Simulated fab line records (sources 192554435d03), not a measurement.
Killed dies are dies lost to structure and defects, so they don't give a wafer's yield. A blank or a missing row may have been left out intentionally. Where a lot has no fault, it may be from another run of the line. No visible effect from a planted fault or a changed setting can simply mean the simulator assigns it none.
Split-lot trial ; flow n5_finfet ; on a route of 1938 steps: 7 lots, 21 wafers read

## ABOUT THE SPLIT
At N5_BEOL_M8_ETCH_66 (etches SOC in N2/H2, target depth 80 nm, overetch 16 nm, time 120 s), the setting source_w was moved away from the recipe's 840 W on 10 of the 21 wafers read, by -17.3% to +13.9%. All remaining wafers had this setting at the recipe value.

Reading taken at the split's own step.

## THE READING
rf_vpp_V, in V, at N5_BEOL_M8_ETCH_66 (etches SOC in N2/H2, target depth 80 nm, overetch 16 nm, time 120 s). A value of 524.9 V with a standard deviation of 2.6 V is what fault-free wafers of this fab line usually give.

wafer;tool, chamber at the split;source_w as run, W;against the recipe;rf_vpp_V, V;against lot-mates on the recipe
L076.1;rie_diel-02, 2;840;recipe;525.9;-
L076.2;rie_diel-02, 0;956.9;+13.9%;501.2;-24.7
L076.5;rie_diel-02, 1;956.9;+13.9%;503.4;-22.5
L077.4;rie_diel-06, 3;840;recipe;528.3;-
L077.5;rie_diel-06, 3;694.3;-17.3%;560.0;+35.8
L077.6;rie_diel-06, 2;840;recipe;520.2;-
L082.1;rie_diel-02, 3;840;recipe;523.1;-
L082.2;rie_diel-02, 2;913.9;+8.8%;511.1;-12.0
L082.5;rie_diel-02, 1;913.9;+8.8%;511.9;-11.2
L084.2;rie_diel-05, 3;840;recipe;525.5;-
L084.5;rie_diel-05, 3;840;recipe;527.8;-
L084.6;rie_diel-05, 2;840;recipe;527.2;-
L089.1;rie_diel-06, 0;840;recipe;523.0;-
L089.4;rie_diel-06, 3;727.6;-13.4%;553.1;+30.1
L089.6;rie_diel-06, 0;727.6;-13.4%;548.9;+25.9
L093.2;rie_diel-06, 0;840;recipe;522.6;-
L093.4;rie_diel-06, 2;758.8;-9.7%;538.8;+16.2
L093.5;rie_diel-06, 1;758.8;-9.7%;545.6;+23.0
L094.1;rie_diel-02, 3;840;recipe;521.9;-
L094.2;rie_diel-02, 0;731.2;-13.0%;547.6;+24.2
L094.4;rie_diel-02, 2;840;recipe;524.9;-

FIT RESULTS
A straight line over all 21 wafers: rf_vpp_V changes by -1.79 V for each +1% of source_w; r = -0.99; the points scatter about the line by 2.7 V.
The same after taking each lot's own level away (the mean of its wafers on the recipe; 21 wafers): -1.85 V for each +1%; r = -0.99; scatter 2.6 V.
According to that fit, moving source_w by its largest amount changes the reading by 32 V.
The span of the lots' own levels, 522.60 to 526.83 V, comes to 1.6 times the standard deviation stated above.
Hence the lot-to-lot level has little effect on the slope; both slopes agree.
Check: +32.8 V against its lot-mates is what the line predicts for one of the wafers moved furthest among these (-17.3%) when that wafer is left out of the fit. Against them it came out at +35.8 V.
Tool readings at the split's step, against how far the setting was moved: rf_vpp_V r = -0.99.

## FURTHER SPLITS ON THESE WAFERS
Before the reading, these wafers also passed through other splits. Each is held against what the fit with the lots' levels taken away leaves over:
other split on the same wafers;wafers away from the commonest value;r with rf_vpp_V (lot level and that fit taken away)
N5_BEOL_M6_TRENCH_ETCH_37 time_s;12;-0.21
N5_BEOL_M7_VIA_ETCH_34 source_w;7;+0.13
N5_BEOL_M7_ETCH_41 source_w;9;+0.04
N5_BEOL_M8_EXPOSE_25 dose_mj;5;-0.02

## FILE'S OWN FIT
rf_vpp_V changes by -1.9 V for each +1% of source_w, r = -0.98.
